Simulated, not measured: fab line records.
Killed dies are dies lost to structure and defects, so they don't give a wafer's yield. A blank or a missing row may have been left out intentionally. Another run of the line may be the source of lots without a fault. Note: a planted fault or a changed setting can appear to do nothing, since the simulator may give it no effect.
fab line records | flow n5Finfet
record: lots: 3 | wafers: 9 | lastDay: 17
route steps=1938 shown BEOL_M1@829 BEOL_M2@841 BEOL_M4@1111 PASSIVATION@1936
lots that met no fault: taken from a fault-free run of the same line
startH: hours from the record's opening day to when the first of the lot's shown wafers began | waitH: how many hours have passed since the lot's step before this one | " unchanged from the row above | L1.1+2: a row that stands for several wafers | - no value, or no start was given | * or withheld: withheld | < > ~ a bound
route shown NAME@n: a module of which the file shows steps, and the number in the route of the first | usual: the fault-free wafers' mean and standard deviation | same: alike in all rows | chamber/n: place in a boat | sites: per-site readings | _std_site: how widely they spread, as a standard deviation | _edge_site: outer sites' mean less inner sites' | radiusMm: how far each site lies from the wafer's centre | mask NAME#n: copy n | behind: the last tool/chamber to shape the wafer | hold: reason for holding the lot/hours on hold/outcome of the hold | device: whichever transistor did not switch (one of n, p or np) | end of line: tests run on the same wafers once the route is complete | a step given without rows: its recipe and nothing more | killed: dies that structure and defects cost at the first sort, which is not the same as the wafer's yield | map: a wafer's dies, marking killed ones x, the rest . and places with no die _
set.NAME: the setting as run; set.NAME@STEP: as run at that earlier step | model.NAME: the simulator's own value behind a step, which no gauge read
lots at selected steps of the route; one table per step, one row per wafer
services: from which hour (startH, from the record's first day; less than 0 if before it) a tool's chamber was out of use, for how many hours, and why
== steps ==
step: N5_BEOL_M1_ANNEAL_95
recipe: tempC: 400 | timeS: 240 | ambient: vacuum
step: N5_BEOL_M1_SPUTTER_96
recipe: material: Cu | targetThkA: 45 | tempC: -20 | chamberPressurePa: 0.07 | powerW: withheld | timeS: 8.29
step: N5_BEOL_M1_ECD_50
recipe: material: Cu | targetThkA: 3000
step: N5_BEOL_M1_ANNEAL_51
recipe: tempC: 225 | timeS: 90 | ambient: N2
step: N5_BEOL_M1_CMP_52
recipe: stopOn: SiOC | tOverpolishS: 6.8 | downForcePsi: 1 | platenRpm: 50 | clearingPlatenDownForcePsi: 1.5 | clearingPlatenRpm: 50 | postCmpClean: cuAlkaline | targetThkNm: 40 | clearingPlatenPadVelocityMS: 0.99484 | padVelocityMS: 0.99484
step: N5_BEOL_M1_PRE_CLEAN_60
recipe: gas: NH3/H2 | timeS: 15 | tempC: * | rfPowerW: 300
step: N5_BEOL_M1_CO_CAP_55
recipe: material: Co | targetThkA: 20 | tempC: 200 | precursor: CCTBA/H2 | pressureTorr: 30 | timeS: 102.1
step: N5_BEOL_M1_PRE_CLEAN_56
recipe: gas: NH3 | timeS: 15 | tempC: withheld | rfPowerW: 300
step: N5_BEOL_M1_DEP_57
recipe: material: SiCN | targetThkA: 80 | tempC: withheld | precursor: 3MS/NH3 | pressureTorr: 3 | rfW: 202 | timeS: 14
step: N5_BEOL_M2_ILD_DEP_00
recipe: material: SiOC | targetThkA: 790 | tempC: 350 | precursor: DEMS/O2 | pressureTorr: 5 | rfW: 500 | timeS: 15.3
usual: heaterPowerW: 491/52 | showerheadPlenumPTorr: 5.692/0.014 | throttleValvePct: 11.9/0.54
lot.wafer | tool     | chamber | startH | waitH | heaterPowerW | showerheadPlenumPTorr | sinceWetCleanH | throttleValvePct | model.SiOC_of_BEOL_M2_ILD_DEP_00.thkNm
L453.1    | pecvd-01 | 1       | 140.60 | 0.1   | 450          | 5.698                 | 1751           | 11.9             | 79.8
L453.4    | "        | 2       | "      | "     | 535          | 5.693                 | -              | 11.5             | 81
L453.5    | "        | 1       | "      | "     | 448          | 5.691                 | -              | 11.9             | 80.2
L459.2    | pecvd-01 | 0       | 174.87 | 0.0   | 492          | 5.682                 | 528            | 11.5             | 77.8
L459.4    | "        | 1       | "      | "     | 449          | 5.695                 | -              | 11.8             | 79.4
L459.5    | "        | 2       | "      | "     | 554          | 5.703                 | -              | 11.0             | 108.2
L474.4    | pecvd-03 | 0       | 268.98 | 0.1   | 492          | 5.709                 | -              | 11.6             | 78.6
L474.5    | "        | 2       | "      | "     | 472          | 5.661                 | -              | 12.0             | 79.8
L474.6    | "        | 1       | "      | "     | 543          | 5.718                 | -              | 12.7             | 79.4
step: N5_BEOL_M2_THK_MEAS_01
recipe: reads: SiOC_of_BEOL_M2_ILD_DEP_00
usual: M2_ILD_THK: 79.0/1.1
lot.wafer | tool         | chamber | startH | waitH | M2_ILD_THK[nm]
L453.1    | filmMetro-01 | -       | 140.67 | 0.0   | 79.7
L453.4    | "            | -       | "      | "     | 81.0
L453.5    | "            | -       | "      | "     | 80.3
L459.2    | filmMetro-02 | -       | 174.94 | 0.1   | 77.7
L459.4    | "            | -       | "      | "     | 79.3
L459.5    | "            | -       | "      | "     | 108.2
L474.4    | filmMetro-02 | -       | 269.05 | 0.0   | 78.6
L474.5    | "            | -       | "      | "     | 79.7
L474.6    | "            | -       | "      | "     | 79.5
step: N5_BEOL_M2_PECVD_72
recipe: material: SiO2 | targetThkA: 160 | tempC: 400 | precursor: TEOS/O2 | pressureTorr: 5.5 | rfW: 450 | teosFlowSccm: 53.8 | gas: O2 | flowSccm: 3000 | timeS: 18
step: N5_BEOL_M2_HM_DEP_02
recipe: material: TiN | targetThkA: 200 | tempC: 25 | chamberPressurePa: 0.49996
step: N5_BEOL_M2_COAT_61
recipe: resist: SOC | tempC: 250 | timeS: 60 | spinRpm: 1500 | resistThkNm: 60
step: N5_BEOL_M2_COAT_62
recipe: resist: SiARC | tempC: 220 | timeS: 60 | spinRpm: 1500 | resistThkNm: 12
step: N5_BEOL_M2_COAT_73
recipe: resist: underlayer | tempC: 205 | timeS: 60 | spinRpm: 1500 | resistThkNm: 5
step: N5_BEOL_M2_COAT_05
recipe: resist: CAR-EUV | spinRpm: 1500 | resistThkNm: 30
step: N5_BEOL_M2_EBR_07
recipe: solvent: PGMEA | ebrWidthMm: 1.5
step: N5_BEOL_M2_SOFTBAKE_06
recipe: tempC: 110 | timeS: 60 | resist: CAR-EUV
step: N5_BEOL_M2_EXPOSE_08
recipe: maskId: M2 | na: 0.33 | sourceShape: dipole | sigmaInner: 0.369 | sigmaOuter: 0.767 | polarization: unpolarized | doseMj: 41.25
step: N5_BEOL_M2_PEB_09
recipe: pebTempC: 100 | pebTimeS: 60 | resist: CAR-EUV
step: N5_BEOL_M2_DEVELOP_10
recipe: developTimeS: 30 | developer: TMAH | resist: CAR-EUV | rinseLiquid: surfactantRinse | dry: airSpin | devTempC: 23
step: N5_BEOL_M2_DESCUM_16
recipe: chemistry: O2 | timeS: 7 | sourcePowerW: 50 | biasPowerW: 20 | pressureMtorr: 20 | rfFrequencyHz: 2.712e+07 | tempC: 40 | resist: CAR-EUV | o2FlowSccm: 225
step: N5_BEOL_M2_ETCH_74
recipe: chemistry: N2/H2 | target: underlayer | targetDepthA: 65 | maskMaterial: CAR-EUV | timeS: 5.2 | ionEnergyEv: 200 | pressureMtorr: 30 | sourceW: 840 | biasW: 150 | n2FlowSccm: 200 | h2FlowSccm: 200 | ends: cleared
step: N5_BEOL_M2_ETCH_63
recipe: chemistry: CF4 | target: SiARC | targetDepthA: 156 | maskMaterial: CAR-EUV | timeS: 26 | ionEnergyEv: 80 | pressureMtorr: 40 | sourceW: 545 | biasW: 36 | Ar_flow_sccm: 100 | cf4FlowSccm: 100 | ends: cleared
step: N5_BEOL_M2_ETCH_64
recipe: chemistry: N2/H2 | target: SOC | targetDepthA: 750 | overetchA: 225 | maskMaterial: SiARC | tempC: 40 | timeS: 121.9 | ionEnergyEv: 200 | pressureMtorr: 30 | sourceW: 840 | biasW: 150 | n2FlowSccm: 200 | h2FlowSccm: 200
step: N5_BEOL_M2_STRIP_65
recipe: chemistry: N2/H2 | tempC: 40 | n2FlowSccm: 200 | h2FlowSccm: 200 | rfFrequencyHz: 6e+07
step: N5_BEOL_M2_STRIP_75
recipe: chemistry: N2/H2 | tempC: 40 | n2FlowSccm: 200 | h2FlowSccm: 200 | rfFrequencyHz: 6e+07
step: N5_BEOL_M2_STRIP_66
recipe: chemistry: CF4 | resist: SiARC | powerW: 300 | biasPowerW: 75 | pressureMtorr: 50 | cf4FlowSccm: 150 | rfFrequencyHz: 6e+07
step: N5_BEOL_M2_HM_OPEN_17
recipe: chemistry: Cl2/BCl3 | targetDepthA: 200 | overetchA: 60 | target: TiN | maskMaterial: SOC | ionEnergyEv: 150 | pressureMtorr: 10 | icpW: 1000 | biasW: 126 | Cl2_flow_sccm: 53.25 | bcl3FlowSccm: 21.75 | Ar_flow_sccm: 25
step: N5_BEOL_M2_STRIP_19
recipe: chemistry: O2 | powerW: 400 | tempC: 40 | pressureMtorr: 30 | rfFrequencyHz: 6e+07 | biasPowerW: 0 | overashFraction: 0.2 | o2FlowSccm: 225
step: N5_BEOL_M2_COAT_67
recipe: resist: SOC | tempC: 250 | timeS: 60 | spinRpm: 1500 | resistThkNm: 60
step: N5_BEOL_M2_COAT_68
recipe: resist: SiARC | tempC: 220 | timeS: 60 | spinRpm: 1500 | resistThkNm: 12
step: N5_BEOL_M2_COAT_76
recipe: resist: underlayer | tempC: 205 | timeS: 60 | spinRpm: 1500 | resistThkNm: 5
step: N5_BEOL_M2_COAT_22
recipe: resist: CAR-EUV | spinRpm: 1500 | resistThkNm: 30
step: N5_BEOL_M2_CMP_52
recipe: stopOn: SiOC | tOverpolishS: 6.8 | downForcePsi: 1 | platenRpm: 50 | clearingPlatenDownForcePsi: 1.5 | clearingPlatenRpm: 50 | postCmpClean: cuAlkaline | targetThkNm: 40 | clearingPlatenPadVelocityMS: 0.99484 | padVelocityMS: 0.99484
usual: motorCurrentA: 5.8/0.53
lot.wafer | tool   | chamber | startH | waitH | motorCurrentA | model.SiOC_of_BEOL_M2_ILD_DEP_00.thkNm
L453.1    | cmp-02 | 1       | 148.46 | 0.3   | 6.9           | 76.8
L453.4    | "      | 2       | "      | "     | 6.3           | 78
L453.5    | "      | 0       | "      | "     | 5.9           | 77.2
L459.2    | cmp-03 | 0       | 183.98 | 0.3   | 6.1           | 74.8
L459.4    | "      | 1       | "      | "     | 5.8           | 76.4
L459.5    | "      | 2       | "      | "     | 5.9           | 105.2
L474.4    | cmp-01 | 3       | 274.73 | 0.1   | 5.5           | 75.6
L474.5    | "      | 3       | "      | "     | 5.5           | 76.8
L474.6    | "      | 0       | "      | "     | 5.4           | 76.4
step: N5_BEOL_M4_RC_MEAS_101
usual: DIBL_N: 36.6/2.1 | DIBL_P: 36.3/2.2 | IOFF_N: 0.16/0.036 | IOFF_P: 0.21/0.038 | ION_N: 671/12 | ION_P: 460/7.5 | SS_N: 71.8/0.72 | SS_P: 73.3/0.72 | VT_N: 250/3.2 | VT_P: -250/3.5
lot.wafer | tool      | chamber | startH | waitH | DIBL_N[mV/V] | DIBL_P[mV/V] | IOFF_N[nA/um] | IOFF_P[nA/um] | ION_N[uA/um] | ION_P[uA/um] | SS_N[mV/dec] | SS_P[mV/dec] | VT_N[mV] | VT_P[mV]
L453.1    | prober-01 | 0       | 171.68 | 0.0   | 42.0         | 39.6         | 0.24          | 0.30          | 681          | 466          | 73.4         | 74.4         | 247      | -244
L453.4    | "         | 0       | "      | "     | 36.9         | 33.8         | 0.14          | 0.20          | 661          | 455          | 71.7         | 73.2         | 252      | -249
L453.5    | "         | 0       | "      | "     | 37.6         | 34.7         | 0.16          | 0.23          | 671          | 466          | 71.6         | 73.2         | 252      | -248
L459.2    | prober-02 | 0       | 212.71 | 0.2   | 40.5         | 39.7         | 0.24          | 0.29          | 704          | 478          | 71.8         | 74.3         | 242      | -245
L459.4    | "         | 0       | "      | "     | 37.3         | 36.8         | 0.15          | 0.24          | 663          | 464          | 72.6         | 73.3         | 251      | -247
L474.4    | prober-01 | 0       | 300.26 | 0.5   | 38.9         | 36.7         | 0.17          | 0.21          | 660          | 455          | 72.1         | 73.4         | 251      | -252
L474.5    | "         | 0       | "      | "     | 38.5         | 36.4         | 0.18          | 0.20          | 693          | 468          | 71.3         | 73.2         | 248      | -250
L474.6    | "         | 0       | "      | "     | 35.8         | 33.5         | 0.13          | 0.15          | 679          | 453          | 70.6         | 72.0         | 250      | -253
step: N5_PASSIVATION_PROBE_49
usual: defectLimitedYield: 91.1/1.4 | killed_at_M0_to_M3: 33/9.1 | killed_at_M4_up: 14/5.6 | killedAtContacts: 13/5.7 | killedAtFrontEnd: 42/12 | killedAtOther: 4/3 | killedDies: 105/16 | killedOnRim: 13/4 | killedOpen: 69/11 | killedShort: 34/7.5 | sort_bin_5_function: 5.2/0.91 | sort_bin_6_memory: 3.3/0.64 | sortNPass: 1075/16 | sortYieldPct: 91.1/1.4
same: grossDies: 1180 | killedAtBackSide: 0 | sort_bin_4_leakage[%]: 0 | sort_bin_8_speed[%]: 0
lot.wafer | tool      | chamber | startH | waitH | defectLimitedYield[%] | killed_at_M0_to_M3 | killed_at_M4_up | killedAtContacts | killedAtFrontEnd | killedAtOther | killedDies | killedOnRim | killedOpen | killedShort | sort_bin_5_function[%] | sort_bin_6_memory[%] | sortNPass | sortYieldPct[%]
L453.1    | prober-02 | -       | 263.47 | 0.0   | 91.1                  | 25                 | 22              | 18               | 36               | 4             | 105        | 19          | 69         | 34          | 5.7                    | 2.9                  | 1075      | 91.1
L453.4    | prober-02 | -       | 263.62 | 0.2   | 91.7                  | 24                 | 13              | 25               | 34               | 2             | 98         | 12          | 62         | 33          | 5.0                    | 2.9                  | 1082      | 91.7
L453.5    | prober-02 | -       | 263.67 | 0.2   | 88.7                  | 34                 | 15              | 9                | 63               | 12            | 133        | 21          | 78         | 53          | 6.9                    | 3.8                  | 1047      | 88.7
L459.2    | prober-01 | -       | 311.06 | 0.2   | 90.3                  | 36                 | 11              | 17               | 45               | 6             | 115        | 9           | 76         | 38          | 5.0                    | 4.2                  | 1065      | 90.3
L459.4    | prober-01 | -       | 311.16 | 0.3   | 91.4                  | 28                 | 24              | 10               | 38               | 1             | 101        | 11          | 65         | 33          | 5.5                    | 2.4                  | 1079      | 91.4
L459.5    | prober-01 | -       | 311.21 | 0.4   | 11.4                  | 978                | 13              | 11               | 43               | 1             | 1046       | 59          | 66         | 22          | 85.6                   | 2.8                  | 134       | 11.4
L474.4    | prober-02 | -       | 411.73 | 0.2   | 91.6                  | 18                 | 15              | 10               | 53               | 3             | 99         | 9           | 70         | 27          | 4.7                    | 3.6                  | 1081      | 91.6
L474.5    | prober-02 | -       | 411.78 | 0.2   | 89.0                  | 40                 | 14              | 30               | 43               | 3             | 130        | 19          | 87         | 41          | 6.1                    | 4.5                  | 1050      | 89.0
L474.6    | prober-02 | -       | 411.83 | 0.3   | 89.7                  | 18                 | 12              | 18               | 65               | 9             | 122        | 11          | 76         | 44          | 6.6                    | 3.3                  | 1058      | 89.7
killed by level:class
L453.1 MOL_CONTACT_COAG:geometricParticle:open=16 BEOL_M4:geometricParticle:open=12 FIN_SAQP:geometricParticle:open=9 BEOL_M2:geometricParticle:open=9 BEOL_M0_SAQP:geometricParticle:short=5 STARTING-WAFER:geometricParticle:short=5 BEOL_M4:geometricParticle:short=4 STI_FIN_REVEAL:geometricParticle:open=4
L453.4 MOL_CONTACT_COAG:geometricParticle:open=20 GATE_CUT:geometricParticle:open=6 FIN_SAQP:geometricParticle:short=5 GATE_CUT:geometricParticle:short=5 BEOL_M0_SAQP:geometricParticle:open=5 BEOL_M0_SAQP:geometricParticle:short=5 BEOL_M8:geometricParticle:open=5 MOL_CONTACT_COAG:geometricParticle:short=4
L453.5 FIN_SAQP:geometricParticle:open=16 FIN_SAQP:geometricParticle:short=16 BEOL_M0_SAQP:geometricParticle:short=12 MOL_CONTACT_COAG:geometricParticle:open=8 STARTING-WAFER:geometricParticle:open=8 GATE_CUT:geometricParticle:short=6 PAD_METAL:geometricParticle:open=6 BEOL_M0_SAQP:geometricParticle:open=6
L459.2 MOL_CONTACT_COAG:geometricParticle:open=13 BEOL_M0_SAQP:geometricParticle:open=13 BEOL_M0_SAQP:geometricParticle:short=8 FIN_SAQP:geometricParticle:short=7 FIN_SAQP:geometricParticle:open=7 BEOL_M3:geometricParticle:open=7 STI_FIN_REVEAL:geometricParticle:open=6 DUMMY_GATE:geometricParticle:open=5
L459.4 BEOL_M4:geometricParticle:open=12 STI_FIN_REVEAL:geometricParticle:open=10 MOL_CONTACT_COAG:geometricParticle:open=10 FIN_SAQP:geometricParticle:short=9 BEOL_M0_SAQP:geometricParticle:short=7 BEOL_M0_SAQP:geometricParticle:open=5 FIN_SAQP:geometricParticle:open=4 BEOL_M5:geometricParticle:open=4
L459.5 BEOL_M2:areaDep=956 STI_FIN_REVEAL:geometricParticle:open=15 MOL_CONTACT_COAG:geometricParticle:open=10 BEOL_M4:geometricParticle:open=6 FIN_SAQP:geometricParticle:open=5 DUMMY_GATE:geometricParticle:open=5 BEOL_M0_SAQP:geometricParticle:short=4 BEOL_M1:geometricParticle:open=4
L474.4 FIN_SAQP:geometricParticle:open=17 STI_FIN_REVEAL:geometricParticle:open=10 FIN_SAQP:geometricParticle:short=8 MOL_CONTACT_COAG:geometricParticle:open=8 BEOL_M4:geometricParticle:open=8 BEOL_M0_SAQP:geometricParticle:short=4 BEOL_M0_SAQP:geometricParticle:open=4 BEOL_M1:geometricParticle:open=4
L474.5 MOL_CONTACT_COAG:geometricParticle:open=19 BEOL_M1:geometricParticle:open=17 FIN_SAQP:geometricParticle:short=13 MOL_CONTACT_COAG:geometricParticle:short=10 STI_FIN_REVEAL:geometricParticle:open=10 BEOL_M2:geometricParticle:open=7 FIN_SAQP:geometricParticle:open=6 BEOL_M3:geometricParticle:open=6
L474.6 STI_FIN_REVEAL:geometricParticle:open=17 MOL_CONTACT_COAG:geometricParticle:open=15 FIN_SAQP:geometricParticle:open=11 FIN_SAQP:geometricParticle:short=9 STI_FIN_REVEAL:geometricParticle:short=9 BEOL_M3:geometricParticle:open=6 STARTING-WAFER:geometricParticle:short=4 BEOL_M1:geometricParticle:open=4
map L459.5 (x killed, . not)
_________________...x......x.________________
______________..xxx.xxxxxx...xxx_____________
___________x..xxxxxxxxxxxxx.xxxxx..__________
__________..xxxx.xxxxxxxxxxxxxxx.xx._________
________.xxxxxxxxxxxxxxxxxxxxxxxxxx.xx_______
_______...xxxxxxxxxxxxxxxxxxxxxxxxxxx..______
______xxxxxxxxxxxxxxxxxxxxxxxxxxxxxxxxx._____
_____x.xxxxxxxxxxxxxxxxxxxxxxxxxxxxxxxxx.____
____.x.xxxxxxxxxxxxxxxxxxxxxxxxxxxxxxxx...___
___x.x.xxxxxxxxxxxxxxxxxxxxxxxxxxxxxxxxxx..__
___.x.xxxxxxxxxxxxxxxxxxxxxxxxxxxxxxxxxxxx.__
__..x.xxxxxxxxxxxxxxxxxxxxxxxxxxxxxxxxxxxx.x_
__x.xxxxxxxxxxxxxxxxxxxxxxxxxxxxxxxxxxxxxxxx_
_xx.xxxxxxxxxxxxxxxxxxxxxxxxxxxxxxxxxxxxxxxxx
_.xxxxxxxxxxxxxxxxxxxxxxxxxxxxxxxxxxxxxxxxx..
_..xxxxxxxxxxxxxxxxxxxxxxxxxxxxxxxxxxxxxxx.x.
_x.xxxxxxxxxxxxxxxxxxxxxxxxxxxxxxxxxxxxxxxxx.
_..xxxxxxxxxxxxxxxxxxxxxxxxxxxxxxxxxxxxxxx...
_.xxxxxxxxxxxxxxxxxxxxxxxxxxxxxxxxxxxxxxx.x..
_.xxxxxxxxxxxxxxxxxxxxxxxxxxxxxxxxxxxxxxx.xxx
_..xxxxxxxxxxxxxxxxxxxxxxxxxxxxxxxxxxxxx.xx..
__.xxxxxxxxxxxxxxxxxxxxxxxxxxxxxxxxxxxxxxx.x_
__..xxxxxxxxxxxxxxxxxxxxxxxxxxxxxxxxxxxxxx.x_
___..xxxxxxxxxxxxxxxxxxxxxxxxxxxxxxxxxxxx..__
___..xxxxxxxxxxxxxxxxxxxxxxxxxxxxxxxxxxxxxx__
____x.x.xxxxxxxxxxxxxxxxxxxxxxxxxxxxxxxxx.___
_____xxxxxxxxxxxxxxxxxxxxxxxxxxxxxxxx.x.x____
______.x.x.xxxxxxxxxxxxxxxxxxxxxxxxxxxx._____
_______x.x.xxxxxxxxxxxxxxxxxxxxxxxx.x.x______
________.x..xxx.xxxxxxxxxxxxxxxxxxx..._______
__________.xx.xxxxxxxxxxxxxxxxx.x..x_________
___________x..xxxxxxxxxxxxxxxxxx.x.__________
______________...xxxxxx.x.xxxx.._____________
_________________..x.x.x....x________________
map L453.5 (x killed, . not)
_________________...x..x..x..________________
______________x...x..x.........x_____________
___________.......x...x...........x__________
__________..x...x..x.......x...xx..._________
________.x.x.......x...........x......_______
_______.........................x.....x______
______...........x.......xx....x........_____
_____..x............................x....____
____.........x..x.x..x..x.................___
___.x..............xx...........x....xxxx..__
___....x.........x......x...........x......__
__........x.........x...........x.........xx_
__x..xx............x........x.....x.x......._
_.....................x..........xx..........
_.x......................x........x.....x....
_..xx...x....................................
_x............x...x.....................xx...
_..x........x..........x.....................
_..xxx.............................x.x.......
_...x.....................x..................
_......x.................x...................
__x...x......x.xx.....x.........x.........x._
__.......x...x.....x......x......xx........._
___...................x..x.......x.....x..x__
___xx........x..................x..........__
____..........x..............x.......x....___
_____.......................x.x.....x...x____
______.x.....x.....xx............x......_____
_______......x.x...............x....x..______
________.x.x.................x........_______
__________.......x.................._________
___________.....x.......x..x.......__________
______________x......x.x........_____________
_________________............________________
== services ==
tool     | chamber | startH | hours | kind
cmp-03   | -       | 152.68 | 4.0   | pm
cmp-03   | -       | 156.68 | -     | consumableReplace:conditioner
cmp-03   | -       | 156.68 | -     | consumableReplace:pad
cmp-01   | -       | 165.80 | 0.3   | repair
cmp-01   | -       | 182.22 | 4.0   | pm
cmp-01   | -       | 186.22 | -     | consumableReplace:conditioner
cmp-01   | -       | 186.22 | -     | consumableReplace:pad
cmp-01   | -       | 186.22 | 4.1   | pm
cmp-03   | -       | 192.87 | 3.3   | repair
pecvd-03 | 1       | 204.64 | 2.1   | scheduledDown
pecvd-01 | 1       | 216.41 | 5.0   | repair
cmp-02   | -       | 220.16 | 4.0   | pm
cmp-01   | -       | 238.83 | 2.8   | repair
cmp-02   | -       | 243.49 | 2.6   | repair
cmp-03   | -       | 250.71 | 4.4   | repair
pecvd-03 | -       | 254.60 | 0.9   | repair
== key ==
firstSign: step: N5_BEOL_M2_THK_MEAS_01 | reading: M2_ILD_THK | direction: up | sigmas: 28 | usual: 79.0 | struck: 108.2
effect: step: N5_PASSIVATION_PROBE_49 | reading: killed_at_M0_to_M3 | direction: up | sigmas: 99+ | usual: 33 | struck: 978
modelEffect: step: N5_BEOL_M2_ILD_DEP_00 | value: SiOC_of_BEOL_M2_ILD_DEP_00.thkNm | without: 79.4 | struck: 108.2
modelEffect: step: N5_BEOL_M2_CMP_52 | value: SiOC_of_BEOL_M2_ILD_DEP_00.thkNm | without: 76.4 | struck: 105.2
moreKillsBornAt: N5_BEOL_M2_ILD_DEP_00@pecvd-01: 956
metAt N5_BEOL_M2_ILD_DEP_00
struckWafers L459.5
laterRowsLeftOut L459.5
onsetBetween 140.60 174.87
fault: kind: processParameterDrift | tool: pecvd-01 | chamber: - | onsetH: 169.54 | steps: N5_BEOL_M2_ILD_DEP_00 | channel: targetThkA | offset: * | shape: step | endH: 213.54 | scope: struckWafersOnly | actsIn: * | stated: *
laterRowsLeftOut: the simulator's readings of these wafers behind a module that went badly wrong aren't trusted and aren't shown, but for the sort
